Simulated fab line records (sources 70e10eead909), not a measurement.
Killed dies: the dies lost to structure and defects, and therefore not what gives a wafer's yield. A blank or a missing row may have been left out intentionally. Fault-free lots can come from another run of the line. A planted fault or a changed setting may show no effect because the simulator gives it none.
Which tool is to blame?    flow nand harc    11 lots, 33 wafers sampled, at 6 steps of a route of 1302

## WHAT THE GAUGES SHOWED, per wafer
NHARC_P_M1_CD_MEAS_09 targets a cd of 130 nm. Usual: cd nm at 129.5 nm, with a standard deviation of 0.72.
lot   measured      on         cd nm (nm)         flag
L410  day 7 17:20   cd sem-02  129.7 130.6 130.5  
L411  day 8 03:56   cd sem-01  129.4 129.2 129.6  
L412  day 8 10:36   cd sem-03  128.8 129.8 129.8  
L413  day 8 18:17   cd sem-01  131.3 130.5 129.3  
L423  day 13 01:40  cd sem-03  132.1 132.2 133.0  OFF
L425  day 13 16:23  cd sem-03  132.8 131.6 132.4  OFF
L426  day 14 01:04  cd sem-03  129.8 129.6 130.5  
L427  day 14 20:00  cd sem-01  129.9 129.8 130.4  
L428  day 15 00:22  cd sem-02  130.6 129.7 129.6  
L429  day 15 05:19  cd sem-02  129.2 129.5 129.5  
L430  day 15 19:59  cd sem-03  129.6 128.4 129.1  

NHARC_END_SORT_01. Usual: for defect limited yield, 90.6 % with a standard deviation of 2.5; for killed at array, 59 with a standard deviation of 17; for killed at other, 0.9 with a standard deviation of 1.6; for killed at periphery, 3.7 with a standard deviation of 2.3; for killed dies, 64 with a standard deviation of 17; for killed open, 3.3 with a standard deviation of 1.8; for killed short, 2.4 with a standard deviation of 1.6.
lot   measured      on         defect limited yield (%)  killed at array  killed at other  killed at periphery  killed dies  killed open  killed short  flag
L423  day 30 20:25  prober-02  92.3 90.0 89.5            51 66 70         0 1 0            1 1 1                52 68 71     2 2 0        0 2 1         

## EACH LOT AND THE TOOL THAT RAN IT (in order: tool; ch and the chambers of the sampled wafers; start)
lot   NHARC_P_M0_ANNEAL_30              NHARC_P_M1_PEB_07                  NHARC_P_M1_DESCUM_14                NHARC_P_M1_ETCH_35
L410  rtp anneal-02 ch 0, day 7 15:10   litho track-06 ch 0, day 7 17:14   rie diel-04 ch 0,3, day 7 17:31     rie diel-04 ch 1,3, day 7 17:36
L411  rtp anneal-02 ch 0, day 8 01:43   litho track-01 ch 0, day 8 03:52   rie diel-07 ch 1,2,3, day 8 04:07   rie diel-07 ch 1,2, day 8 04:13
L412  rtp anneal-02 ch 0, day 8 08:31   litho track-01 ch 0, day 8 10:31   rie diel-07 ch 0,1, day 8 10:48     rie diel-07 ch 0,1,3, day 8 10:55
L413  rtp anneal-02 ch 0, day 8 16:05   litho track-06 ch 0, day 8 18:13   rie diel-07 ch 0,1,3, day 8 18:29   rie diel-07 ch 0,1,3, day 8 18:58
L423  rtp anneal-01 ch 0, day 12 23:41  litho track-01 ch 0, day 13 01:34  rie diel-07 ch 1,3, day 13 01:50    rie diel-07 ch 1,2, day 13 01:56
L425  rtp anneal-02 ch 0, day 13 14:10  litho track-01 ch 0, day 13 16:18  rie diel-07 ch 0,1, day 13 16:35    rie diel-07 ch 0,1,2, day 13 16:40
L426  rtp anneal-01 ch 0, day 13 22:52  litho track-04 ch 0, day 14 00:59  rie diel-07 ch 0,1, day 14 01:15    rie diel-07 ch 0,1,3, day 14 01:21
L427  rtp anneal-01 ch 0, day 14 17:49  litho track-06 ch 0, day 14 19:55  rie diel-09 ch 0,1,2, day 14 20:11  rie diel-09 ch 0,1,3, day 14 20:17
L428  rtp anneal-02 ch 0, day 14 22:17  litho track-06 ch 0, day 15 00:17  rie diel-04 ch 0,1,2, day 15 00:34  rie diel-04 ch 2,3, day 15 00:38
L429  rtp anneal-01 ch 0, day 15 03:16  litho track-04 ch 0, day 15 05:14  rie diel-04 ch 0,1,2, day 15 05:31  rie diel-04 ch 0,1,3, day 15 05:35
L430  rtp anneal-02 ch 0, day 15 17:47  litho track-04 ch 0, day 15 19:55  rie diel-07 ch 0,3, day 15 20:14    rie diel-07 ch 0,3, day 15 20:20
- NHARC_P_M0_ANNEAL_30: time 90 s.
- NHARC_P_M1_PEB_07: peb time 65 s.
- NHARC_P_M1_DESCUM_14: chemistry O2, time 3 s.
- NHARC_P_M1_ETCH_35: etches the open film in N2/H2, target depth 40 nm, overetch 12 nm, time 43.94 s.

## WHAT THE TOOLS THEMSELVES READ (means of the sampled wafers that have a number; where no wafer has one, the mark that the record gives instead)
NHARC_P_M0_ANNEAL_30. Usual: wafer_temp_C_max at 226.0, with a standard deviation of 0.47.
lot   tool           wafer_temp_C_max  flag
L410  rtp anneal-02  225.7             
L411  rtp anneal-02  225.8             
L412  rtp anneal-02  225.7             
L413  rtp anneal-02  225.5             
L423  rtp anneal-01  226.2             
L425  rtp anneal-02  225.7             
L426  rtp anneal-01  226.5             
L427  rtp anneal-01  226.6             
L428  rtp anneal-02  225.4             
L429  rtp anneal-01  226.2             
L430  rtp anneal-02  225.5             

NHARC_P_M1_PEB_07. Usual: heater power total W 156.6 W, standard deviation 0.42; plate temp C 100.00 C, standard deviation 0.13.
lot   tool            heater power total W (W)  plate temp C (C)  flag
L410  litho track-06  157.0                     99.87             
L411  litho track-01  156.3                     100.17            
L412  litho track-01  156.6                     100.10            
L413  litho track-06  157.0                     100.06            
L423  litho track-01  158.6                     100.80            OFF
L425  litho track-01  158.4                     100.96            OFF
L426  litho track-04  156.5                     100.21            
L427  litho track-06  156.4                     99.98             
L428  litho track-06  157.0                     99.99             
L429  litho track-04  156.6                     99.89             
L430  litho track-04  156.3                     99.84             

NHARC_P_M1_DESCUM_14. Usual: drypump motor current A 6.0 A, standard deviation 0.45; oes product au 0.999 a.u., standard deviation 0.013; rf vpp V 57.8 V, standard deviation 0.87; showerhead plenum p Torr 1.95 Torr, standard deviation 0.086; throttle valve pct 11.312 %, standard deviation 0.0092.
lot   tool         drypump motor current A (A)  oes product au (a.u.)  rf vpp V (V)  showerhead plenum p Torr (Torr)  throttle valve pct (%)  flag
L410  rie diel-04  6.3                          0.991                  58.0          2.03                             11.301                  
L411  rie diel-07  6.1                          1.001                  57.4          1.89                             11.308                  
L412  rie diel-07  6.3                          0.987                  58.5          1.97                             11.322                  
L413  rie diel-07  6.2                          0.989                  57.4          1.98                             11.320                  
L423  rie diel-07  6.3                          0.994                  57.7          1.94                             11.310                  
L425  rie diel-07  6.2                          0.999                  58.3          2.00                             11.315                  
L426  rie diel-07  6.2                          0.989                  57.9          2.00                             11.316                  
L427  rie diel-09  5.6                          1.010                  58.0          1.91                             11.317                  
L428  rie diel-04  6.1                          0.997                  58.5          1.92                             11.310                  
L429  rie diel-04  6.1                          1.006                  58.5          1.92                             11.311                  
L430  rie diel-07  6.1                          0.995                  57.1          2.01                             11.308                  

NHARC_P_M1_ETCH_35. Usual: drypump motor current A 6.0 A, standard deviation 0.48; oes product au 0.999 a.u., standard deviation 0.013; rf vpp V 431.5 V, standard deviation 2.5; showerhead plenum p Torr 2.08 Torr, standard deviation 0.092; throttle valve pct 14.172 %, standard deviation 0.0093.
lot   tool         drypump motor current A (A)  oes product au (a.u.)  rf vpp V (V)  showerhead plenum p Torr (Torr)  throttle valve pct (%)  flag
L410  rie diel-04  5.4                          0.992                  431.2         2.08                             14.171                  
L411  rie diel-07  6.2                          1.006                  429.7         2.01                             14.167                  
L412  rie diel-07  6.2                          0.995                  432.1         2.11                             14.172                  
L413  rie diel-07  6.2                          0.990                  432.3         2.11                             14.176                  
L423  rie diel-07  6.2                          0.994                  430.1         2.00                             14.168                  
L425  rie diel-07  6.1                          1.008                  430.3         2.04                             14.176                  
L426  rie diel-07  6.2                          0.997                  432.3         2.11                             14.175                  
L427  rie diel-09  5.4                          1.010                  431.1         2.07                             14.169                  
L428  rie diel-04  6.1                          1.006                  432.1         2.12                             14.174                  
L429  rie diel-04  5.9                          1.003                  432.3         2.12                             14.174                  
L430  rie diel-07  6.1                          0.985                  432.7         2.11                             14.175                  

## THE ANSWER, worked out from the rows above alone
Rule: a lot counts as off when the mean over its wafers that have a number is more than 3 standard deviations away from the usual mean. Also off: a lot with no number at a reading for which 4 or more lots have one. All remaining lots with rows at the step are treated as sound. The gauges are gone through in route order, then the tools' own readings, and for those a lot's mean is taken as printed above. At the first step where some lot is off, the reading lying furthest off is the one used; lots without a number count as furthest.
Off at NHARC_P_M1_CD_MEAS_09 (cd nm): L423, L425.
If a tool, at a process step before that reading, ran all the lots that are off and no sound lot after the first of them, it fits. The gauges at NHARC_P_M1_CD_MEAS_09 aren't tried: what is off there is off at NHARC_P_M1_PEB_07 too, on other tools, and a gauge's error can't cause that. One fits: litho track-01 at NHARC_P_M1_PEB_07. Its last sound lot is L412 (day 8 10:31), its first lot that is off L423 (day 13 01:34): a fault that began between those two fits.
The tool's own readings at NHARC_P_M1_PEB_07 bear it out: on the lots that are off they differ by more than 5 times the standard deviation of the sound lots' means. heater power total W reads 158.5 W there against 156.6 W on the sound lots; plate temp C reads 100.88 C there against 100.01 C on the sound lots.

## WHAT WAS PUT IN BY THE SIMULATOR
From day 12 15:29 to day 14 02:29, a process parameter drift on litho track-01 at NHARC_P_M1_PEB_07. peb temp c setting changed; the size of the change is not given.
Struck lots among those shown: L423, L425. The rule given above showed the same thing.
